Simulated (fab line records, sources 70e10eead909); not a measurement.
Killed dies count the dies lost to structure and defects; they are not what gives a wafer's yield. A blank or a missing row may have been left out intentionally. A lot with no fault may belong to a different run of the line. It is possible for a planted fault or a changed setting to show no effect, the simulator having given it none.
Matching of chambers || flow nandHarc || 4 sister chambers for NHARC_A_STAIRCASE_STRIP_476 on rieDiel-07
The step strips in O2, time 20 s. 8 wafers are shown with their chamber, then 12 later ones without.

## WAFERS, EACH WITH ITS CHAMBER
{"wafer": "L075.5", "chamber": 0, "showerheadPlenumPTorr (Torr)": 3.36, "drypumpMotorCurrentA (A)": 5.8}
{"wafer": "L086.5", "chamber": 1, "showerheadPlenumPTorr (Torr)": 3.52, "drypumpMotorCurrentA (A)": 5.8}
{"wafer": "L087.5", "chamber": 3, "showerheadPlenumPTorr (Torr)": 3.55, "drypumpMotorCurrentA (A)": 6.2}
{"wafer": "L089.2", "chamber": 3, "showerheadPlenumPTorr (Torr)": 3.55, "drypumpMotorCurrentA (A)": 6.2}
{"wafer": "L089.6", "chamber": 2, "showerheadPlenumPTorr (Torr)": 3.30, "drypumpMotorCurrentA (A)": 6.0}
{"wafer": "L090.1", "chamber": 0, "showerheadPlenumPTorr (Torr)": 3.34, "drypumpMotorCurrentA (A)": 5.8}
{"wafer": "L090.4", "chamber": 1, "showerheadPlenumPTorr (Torr)": 3.51, "drypumpMotorCurrentA (A)": 5.8}
{"wafer": "L090.5", "chamber": 2, "showerheadPlenumPTorr (Torr)": 3.30, "drypumpMotorCurrentA (A)": 5.9}

## WAFERS WITH NO CHAMBER GIVEN
{"wafer": "L091.1", "showerheadPlenumPTorr (Torr)": 3.51, "drypumpMotorCurrentA (A)": 5.8}
{"wafer": "L091.2", "showerheadPlenumPTorr (Torr)": 3.33, "drypumpMotorCurrentA (A)": 5.8}
{"wafer": "L091.3", "showerheadPlenumPTorr (Torr)": 3.30, "drypumpMotorCurrentA (A)": 5.9}
{"wafer": "L094.1", "showerheadPlenumPTorr (Torr)": 3.51, "drypumpMotorCurrentA (A)": 5.8}
{"wafer": "L094.2", "showerheadPlenumPTorr (Torr)": 3.54, "drypumpMotorCurrentA (A)": 6.2}
{"wafer": "L094.5", "showerheadPlenumPTorr (Torr)": 3.54, "drypumpMotorCurrentA (A)": 6.2}
{"wafer": "L095.3", "showerheadPlenumPTorr (Torr)": 3.50, "drypumpMotorCurrentA (A)": 5.8}
{"wafer": "L095.4", "showerheadPlenumPTorr (Torr)": 3.29, "drypumpMotorCurrentA (A)": 5.9}
{"wafer": "L095.6", "showerheadPlenumPTorr (Torr)": 3.29, "drypumpMotorCurrentA (A)": 6.0}
{"wafer": "L096.1", "showerheadPlenumPTorr (Torr)": 3.33, "drypumpMotorCurrentA (A)": 5.8}
{"wafer": "L096.2", "showerheadPlenumPTorr (Torr)": 3.50, "drypumpMotorCurrentA (A)": 5.8}
{"wafer": "L096.6", "showerheadPlenumPTorr (Torr)": 3.54, "drypumpMotorCurrentA (A)": 6.2}

## THE CHAMBER EACH PASSED THROUGH
{"wafer": "L091.1", "from the rows above": 1, "in truth": 1}
{"wafer": "L091.2", "from the rows above": 0, "in truth": 0}
{"wafer": "L091.3", "from the rows above": 2, "in truth": 2}
{"wafer": "L094.1", "from the rows above": 1, "in truth": 1}
{"wafer": "L094.2", "from the rows above": 3, "in truth": 3}
{"wafer": "L094.5", "from the rows above": 3, "in truth": 3}
{"wafer": "L095.3", "from the rows above": 1, "in truth": 1}
{"wafer": "L095.4", "from the rows above": 2, "in truth": 2}
{"wafer": "L095.6", "from the rows above": 2, "in truth": 2}
{"wafer": "L096.1", "from the rows above": 0, "in truth": 0}
{"wafer": "L096.2", "from the rows above": 1, "in truth": 1}
{"wafer": "L096.6", "from the rows above": 3, "in truth": 3}
Placed correctly: 12 of 12. Number that these rows cannot place: 0. 0 placed wrongly.
How it was worked out, from the rows above alone: a wafer's distance from a chamber is the root of the sum, over the readings, of the square of ((its reading less the chamber's mean) divided by the reading's scatter). The wafer belongs to the nearest chamber; if the next one is less than 2 further off, it can't be placed. For every chamber, the mean is computed from those of its wafers that are shown. How the scatter is found: for the shown wafers, subtract from each reading the mean of its chamber, square and add these, divide the total by (wafers less chambers), then take the root.
